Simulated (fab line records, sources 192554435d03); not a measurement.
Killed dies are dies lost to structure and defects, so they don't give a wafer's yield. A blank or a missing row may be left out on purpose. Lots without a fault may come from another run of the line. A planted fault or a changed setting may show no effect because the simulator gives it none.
fab line records | flow n5_finfet
record lots=5 wafers=15 last_day=17
route steps=1938 shown BEOL_M1@799 BEOL_M4@1111 PASSIVATION@1936
lots that met no fault: from a run of the same line without faults
start_h: hours from the record's first day to the start of the lot's first wafer shown | wait_h: hours since the lot's step before | " the same as in the row above | L1.1+2: a row that stands for several wafers | - no value, or no start given | * or withheld: withheld | < > ~ a bound
route shown NAME@n: a module of which the file shows steps, and the number in the route of the first | usual: mean/standard deviation of fault-free wafers | same: alike in all rows | chamber/n: place in a boat | sites: the reading at each site | _std_site: their standard deviation | _edge_site: outer sites' mean less inner sites' | radius_mm: how far each site lies from the wafer's centre | mask NAME#n: copy n | behind: the tool/chamber that last shaped the wafer | hold: why the lot was held/for how many hours/how that ended | device: the transistor (n, p or np) that didn't switch | end of line: the same wafers' tests at the end of the route | a step without rows: its recipe alone | killed: dies lost to structure and defects at the first sort, not the wafer's yield | map: a wafer's dies, x killed, . not, _ none there
set.NAME: the setting as run; set.NAME@STEP: as run at that earlier step | model.NAME: the simulator's own value behind a step, which no gauge read
lots at some steps of the route; a table a step, a row a wafer
services: from which hour (start_h, from the record's first day; less than 0 if before it) a tool's chamber was out of use, for how many hours, and why
## steps
# step N5_BEOL_M1_STRIP_36
# recipe chemistry=N2/H2 power_w=450 temp_c=40 pressure_mtorr=20 rf_frequency_hz=6e+07 overash_fraction=0.3 bias_power_w=7 h2_frac=0.5 n2_flow_sccm=200 h2_flow_sccm=200
# usual drypump_motor_current_A=5.8/0.52 oes_product_au=0.81/0.097 rf_vpp_V=59.2/1.4 showerhead_plenum_p_Torr=2.51/0.065 throttle_valve_pct=23.63/0.27
# columns lot.wafer tool chamber start_h wait_h drypump_motor_current_A oes_product_au rf_hours_counter_h rf_vpp_V showerhead_plenum_p_Torr throttle_valve_pct
L873.2 rie_diel-03 0 155.93 0.0 6.5 0.70 231 57.8 2.49 23.53
L873.3 " 1 " " 4.7 0.94 22 60.3 2.50 23.83
L873.6 " 2 " " 5.2 0.73 - 60.3 2.51 24.02
L876.1 rie_diel-03 3 178.20 0.0 6.4 0.92 21 57.2 2.51 23.70
L876.2 " 0 " " 6.6 0.70 240 59.0 2.49 23.56
L876.4 " 1 " " 4.7 0.93 29 56.5 2.50 23.87
L878.1 rie_diel-03 2 191.25 0.0 5.2 0.72 201 59.4 2.51 24.04
L878.4 " 1 " " 4.7 0.92 32 59.9 2.50 23.88
L878.6 " 2 " " 5.2 0.73 - 58.8 2.51 24.06
L888.2 rie_diel-05 0 240.79 0.0 6.4 0.77 121 61.4 2.46 24.05
L888.3 " 1 " " 5.4 0.80 72 60.2 2.55 23.23
L888.6 " 2 " " 5.8 0.85 - 60.6 2.57 23.42
L891.1 rie_diel-01 1 266.00 0.0 5.7 0.98 5 58.2 2.70 23.28
L891.2 " 0 " " 6.0 0.71 183 56.9 2.51 23.67
L891.6 " 1 " " 5.7 0.97 - 57.3 2.70 23.26
# step N5_BEOL_M1_TRENCH_ETCH_37
# recipe chemistry=C4F6/O2 target_depth_a=552.07 target=SiOC time_s=29 ion_energy_ev=250 pressure_mtorr=30 source_w=355 bias_w=185 Ar_flow_sccm=300 C4F6_flow_sccm=10 O2_flow_sccm=10
# step N5_BEOL_M1_ETCH_41
# recipe chemistry=CH3F/O2 target=SiCN target_depth_a=319 taper_deg=2 time_s=57.8 ion_energy_ev=120 mask_material=TiN pressure_mtorr=30 source_w=395 bias_w=75 Ar_flow_sccm=150 CH3F_flow_sccm=30 O2_flow_sccm=20
# usual drypump_motor_current_A=5.8/0.52 oes_product_au=0.81/0.097 rf_vpp_V=297.0/1.4 showerhead_plenum_p_Torr=1.98/0.051 throttle_valve_pct=16.22/0.27
# columns lot.wafer tool chamber start_h wait_h drypump_motor_current_A oes_product_au rf_hours_counter_h rf_vpp_V showerhead_plenum_p_Torr throttle_valve_pct
L873.2 rie_diel-03 0 - - 6.6 0.70 231 296.1 2.00 16.62
L873.3 " 1 " " 4.7 0.92 22 296.3 1.96 16.34
L873.6 " 2 " " 5.2 0.74 - 296.3 2.00 16.51
L876.1 rie_diel-03 3 - - 6.4 0.92 21 296.5 1.94 15.72
L876.2 " 0 " " 6.5 0.68 240 296.6 1.99 16.63
L876.4 " 1 " " 4.7 0.91 29 296.7 1.96 16.34
L878.1 rie_diel-03 2 - - 5.2 0.73 201 297.4 1.99 16.52
L878.4 " 1 " " 4.7 0.89 33 297.3 1.96 16.35
L878.6 " 2 " " 5.2 0.74 - 297.5 1.99 16.52
L888.2 rie_diel-05 0 - - 6.4 0.76 121 295.8 1.92 16.39
L888.3 " 1 " " 5.4 0.79 72 298.5 2.03 16.08
L888.6 " 2 " " 5.7 0.84 - 298.6 2.01 15.87
L891.1 rie_diel-01 1 - - 5.7 0.97 5 300.1 2.13 15.96
L891.2 " 0 " " 6.0 0.71 183 300.0 1.99 16.48
L891.6 " 1 " " 5.7 0.97 - 299.3 2.13 15.96
# step N5_BEOL_M1_STRIP_97
# recipe chemistry=N2/H2 time_s=10 power_w=450 temp_c=40 pressure_mtorr=20 rf_frequency_hz=6e+07 bias_power_w=7 n2_flow_sccm=200 h2_flow_sccm=200
# usual drypump_motor_current_A=5.8/0.52 oes_product_au=0.81/0.097 rf_vpp_V=59.0/0.88 showerhead_plenum_p_Torr=2.51/0.065 throttle_valve_pct=23.63/0.27
# columns lot.wafer tool chamber start_h wait_h drypump_motor_current_A oes_product_au rf_hours_counter_h rf_vpp_V showerhead_plenum_p_Torr throttle_valve_pct
L873.2 rie_diel-03 0 - - 6.6 0.70 231 58.8 2.49 23.55
L873.3 " 1 " " 4.7 0.94 22 59.3 2.50 23.85
L873.6 " 2 " " 5.2 0.73 - 60.2 2.51 24.02
L876.1 rie_diel-03 3 - - 6.4 0.91 21 59.9 2.51 23.69
L876.2 " 0 " " 6.6 0.69 240 60.0 2.49 23.54
L876.4 " 1 " " 4.7 0.91 29 58.4 2.50 23.85
L878.1 rie_diel-03 2 - - 5.2 0.72 201 58.7 2.51 24.04
L878.4 " 1 " " 4.7 0.92 33 58.4 2.50 23.87
L878.6 " 2 " " 5.2 0.72 - 60.3 2.51 24.03
L888.2 rie_diel-05 0 - - 6.4 0.76 121 59.7 2.46 24.05
L888.3 " 1 " " 5.5 0.81 72 58.5 2.55 23.19
L888.6 " 2 " " 5.7 0.84 - 60.1 2.57 23.45
L891.1 rie_diel-01 1 - - 5.7 0.95 5 58.9 2.70 23.27
L891.2 " 0 " " 6.0 0.71 183 58.9 2.51 23.68
L891.6 " 1 " " 5.7 0.97 - 60.9 2.70 23.27
# step N5_BEOL_M1_OCD_MEAS_38
# usual trench_depth_nm=55.5/1.5
# columns lot.wafer tool chamber start_h wait_h trench_depth_nm
L873.2 ocd-01 - 156.12 - 56.0
L873.3 " - " " 55.9
L873.6 " - " " 56.2
L876.1 ocd-01 - 178.40 - 57.8
L876.2 " - " " 55.1
L876.4 " - " " 57.3
L878.1 ocd-02 - 191.46 - 56.5
L878.4 " - " " 56.3
L878.6 " - " " 56.5
L888.2 ocd-01 - 240.99 - 56.3
L888.3 " - " " 53.2
L888.6 " - " " 54.9
L891.1 ocd-01 - 266.20 - 57.3
L891.2 " - " " 54.8
L891.6 " - " " 57.1
# step N5_BEOL_M1_HM_STRIP_39
# recipe chemistry=peroxide_tin_strip material=TiN target_depth_a=250 temp_c=50 time_s=158
# step N5_BEOL_M1_SRD_40
# recipe time_s=30 temp_c=23 rinse_liquid=diw dry=ipa_marangoni
# step N5_BEOL_M1_PRECLEAN_42
# recipe chemistry=residue_remover time_s=60 temp_c=40
# step N5_BEOL_M1_SRD_43
# recipe time_s=30 temp_c=23 rinse_liquid=diw dry=ipa_marangoni
# step N5_BEOL_M1_CD_MEAS_35
# recipe target_cd_nm=18 target_cd_y_nm=21 polarity=opening
# usual cd_nm=18.1/0.42
# columns lot.wafer tool chamber start_h wait_h cd_nm
L873.2 cd_sem-01 - 156.28 0.0 18.8
L873.3 " - " " 18.1
L873.6 " - " " 18.3
L876.1 cd_sem-01 - 178.55 0.0 18.0
L876.2 " - " " 18.1
L876.4 " - " " 18.3
L878.1 cd_sem-01 - 191.61 0.0 17.7
L878.4 " - " " 18.2
L878.6 " - " " 17.7
L888.2 cd_sem-01 - 241.14 0.0 18.2
L888.3 " - " " 18.7
L888.6 " - " " 17.7
L891.1 cd_sem-01 - 266.36 0.0 17.7
L891.2 " - " " 18.6
L891.6 " - " " 17.9
# step N5_BEOL_M1_DEGAS_44
# recipe ambient=vacuum temp_c=250 time_s=60
# usual heater_power_w=324/33
# columns lot.wafer tool chamber start_h wait_h heater_power_w
L873.2 pvd_sputter-01 - 156.65 0.4 344
L873.3 " - " " 342
L873.6 " - " " 348
L876.1 pvd_sputter-01 - 178.99 0.4 349
L876.2 " - " " 356
L876.4 " - " " 356
L878.1 pvd_sputter-03 - 191.94 0.3 319
L878.4 " - " " 355
L878.6 " - " " 314
L888.2 pvd_sputter-02 - 241.61 0.5 351
L888.3 " - " " 294
L888.6 " - " " 262
L891.1 pvd_sputter-01 - 266.87 0.5 333
L891.2 " - " " 352
L891.6 " - " " 340
# step N5_BEOL_M1_PRE_CLEAN_45
# recipe gas=H2/He time_s=30 temp_c=250
# usual heater_power_w=324/33
# columns lot.wafer tool chamber start_h wait_h heater_power_w
L873.2 pvd_sputter-01 - 156.69 0.0 350
L873.3 " - " " 348
L873.6 " - " " 351
L876.1 pvd_sputter-01 - 179.03 0.0 347
L876.2 " - " " 353
L876.4 " - " " 353
L878.1 pvd_sputter-03 - 191.98 0.0 313
L878.4 " - " " 366
L878.6 " - " " 318
L888.2 pvd_sputter-02 - 241.65 0.0 357
L888.3 " - " " 294
L888.6 " - " " 259
L891.1 pvd_sputter-01 - 266.91 0.0 344
L891.2 " - " " 351
L891.6 " - " " 346
# step N5_BEOL_M1_ALD_84
# recipe material=TaN target_thk_a=* temp_c=275 ald_precursor_family=PDMAT ald_co_reactant=NH3 pressure_torr=3 carrier_flow_sccm=1500 pulse_time_s=2 purge_time_s=3 co_reactant_purge_time_s=2 co_reactant_pulse_time_s=3 ald_cycles=30 precursor_vessel_temp_c=75 precursor_vessel_pressure_torr=26.25 precursor_vessel_carrier_sccm=1000
# usual ald_cycles=30/0 heater_power_w=433/40 precursor_vessel_carrier_sccm=999.9/2.9 precursor_vessel_pressure_torr=26.25/0.055
# same co_reactant_pulse_time_s=3 co_reactant_purge_time_s=2
# columns lot.wafer tool chamber start_h wait_h ald_cycles heater_power_w precursor_vessel_carrier_sccm precursor_vessel_pressure_torr
L873.2 ald_metal-02 0 156.75 0.0 30 418 1002.9 26.35
L873.3 " 1 " " 30 413 1005.1 26.23
L873.6 " 3 " " 30 413 1001.2 26.25
L876.1 ald_metal-04 3 179.11 0.1 30 370 997.5 26.30
L876.2 " 0 " " 30 420 999.8 26.17
L876.4 " 2 " " 30 475 1005.0 26.33
L878.1 ald_metal-03 3 192.04 0.0 30 457 997.9 26.17
L878.4 " 1 " " 30 514 998.1 26.22
L878.6 " 2 " " 30 441 1001.8 26.20
L888.2 ald_metal-04 1 241.72 0.1 35 431 999.5 26.17
L888.3 " 3 " " 30 367 998.0 26.23
L888.6 " 3 " " 30 369 1000.4 26.12
L891.1 ald_metal-02 0 267.13 0.2 30 426 996.0 26.24
L891.2 " 1 " " 30 423 991.7 26.19
L891.6 " 0 " " 30 429 1002.4 26.26
# step N5_BEOL_M1_SURFACE_TREAT_85
# recipe gas=Ar time_s=* ion_energy_ev=* ion_current_ma_cm2=0.5 pressure_mtorr=* ar_flow_sccm=30
# step N5_BEOL_M4_RC_MEAS_101
# usual DIBL_N=37.3/2.3 DIBL_P=37.4/2.9 IOFF_N=0.18/0.045 IOFF_P=0.25/0.054 ION_N=679/15 ION_P=468/9.7 SS_N=71.8/0.62 SS_P=73.6/0.76 VT_N=248/4.1 VT_P=-248/3.6
# columns lot.wafer tool chamber start_h wait_h DIBL_N[mV/V] DIBL_P[mV/V] IOFF_N[nA/um] IOFF_P[nA/um] ION_N[uA/um] ION_P[uA/um] SS_N[mV/dec] SS_P[mV/dec] VT_N[mV] VT_P[mV]
L873.2 prober-02 0 195.51 0.2 36.6 36.5 0.16 0.19 685 467 71.4 73.1 250 -252
L873.3 " 0 " " 36.4 37.9 0.15 0.21 662 459 71.6 74.0 253 -252
L873.6 " 0 " " 38.1 38.0 0.18 0.22 683 455 71.7 73.8 251 -253
L876.1 prober-02 0 215.84 0.0 36.0 34.1 0.14 0.21 672 467 71.5 73.0 252 -248
L876.2 " 0 " " 39.8 38.8 0.20 0.29 676 469 72.7 74.6 247 -246
L876.4 " 0 " " 38.3 37.0 0.19 0.28 689 479 72.2 74.0 242 -244
L878.1 prober-01 0 235.73 0.0 39.3 40.3 0.24 0.27 697 474 73.0 74.3 243 -249
L878.4 " 0 " " 34.9 36.9 0.16 0.22 676 472 71.4 73.0 247 -251
L878.6 " 0 " " 38.3 40.4 0.24 0.29 685 468 72.8 74.1 245 -245
L888.2 prober-01 0 292.18 0.2 41.3 43.0 0.27 0.40 708 496 73.1 74.5 242 -240
L888.3 " 0 " " 40.9 42.5 0.25 0.37 685 481 72.1 74.9 242 -241
L888.6 " 0 " " 39.7 41.2 0.23 0.33 675 475 71.7 74.3 245 -243
L891.1 prober-02 0 301.45 0.0 37.2 36.9 0.20 0.31 704 488 71.1 73.8 247 -243
L891.2 " 0 " " 34.1 32.9 0.12 0.21 657 469 71.4 73.2 256 -249
L891.6 " 0 " " 37.6 36.2 0.18 0.26 673 471 72.6 73.4 249 -246
# step N5_PASSIVATION_PROBE_49
# usual defect_limited_yield=91.3/1.5 killed_at_M0_to_M3=35/8.7 killed_at_M4_up=14/5.5 killed_at_contacts=11/5.6 killed_at_front_end=39/13 killed_at_other=3.7/2.2 killed_dies=103/18 killed_open=69/14 killed_short=33/7.8 sort_bin_4_leakage=0.02/0.15 sort_bin_5_function=5.1/0.99 sort_bin_6_memory=3.3/0.67 sort_n_pass=1077/18 sort_yield_pct=91.2/1.5
# same gross_dies=1180 killed_at_back_side=0 sort_bin_8_speed[%]=0
# columns lot.wafer tool chamber start_h wait_h defect_limited_yield[%] killed_at_M0_to_M3 killed_at_M4_up killed_at_contacts killed_at_front_end killed_at_other killed_dies killed_open killed_short sort_bin_4_leakage[%] sort_bin_5_function[%] sort_bin_6_memory[%] sort_n_pass sort_yield_pct[%]
L878.6 prober-01 - 352.63 0.3 92.3 39 16 6 29 1 91 60 29 0 5.1 2.4 1089 92.3
# killed by level:class
L878.6 BEOL_M0_SAQP:geometric_particle:short=11 BEOL_M0_SAQP:geometric_particle:open=10 FIN_SAQP:geometric_particle:open=7 STI_FIN_REVEAL:geometric_particle:open=7 MOL_CONTACT_COAG:geometric_particle:open=6 BEOL_M3:geometric_particle:open=6 BEOL_M4:geometric_particle:short=6 BEOL_M1:geometric_particle:open=5
## services
# columns tool chamber start_h hours kind
ald_metal-04 - 132.24 8.7 pm
rie_diel-05 3 157.68 15.8 repair
pvd_sputter-01 - 166.67 1.7 repair
ald_metal-02 - 178.07 6.0 pm
rie_diel-03 0 214.92 - clean
rie_diel-03 0 214.92 - consumable_replace:focus_ring
rie_diel-03 0 214.92 18.6 scheduled_down
rie_diel-03 0 214.92 18.6 vent_cycle
rie_diel-05 3 215.50 3.4 repair
rie_diel-05 1 223.62 5.1 repair
rie_diel-01 1 235.70 - clean
rie_diel-01 1 235.70 - consumable_replace:focus_ring
rie_diel-01 1 235.70 - consumable_replace:showerhead
rie_diel-01 1 235.70 14.6 scheduled_down
rie_diel-01 1 235.70 14.6 vent_cycle
rie_diel-01 3 248.54 4.6 repair
## key
first_sign step=N5_BEOL_M1_ALD_84 reading=ald_cycles direction=up sigmas=99+ usual=* struck=*
effect none on later readings
met_at N5_BEOL_M1_ALD_84
struck_wafers L888.2
onset_between 179.11 241.72
fault kind=process_parameter_drift tool=ald_metal-04 chamber=- onset_h=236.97 steps=N5_BEOL_M1_ALD_84 channel=ald_cycles offset=* shape=step end_h=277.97 scope=struck_wafers_only acts_in=* stated=*
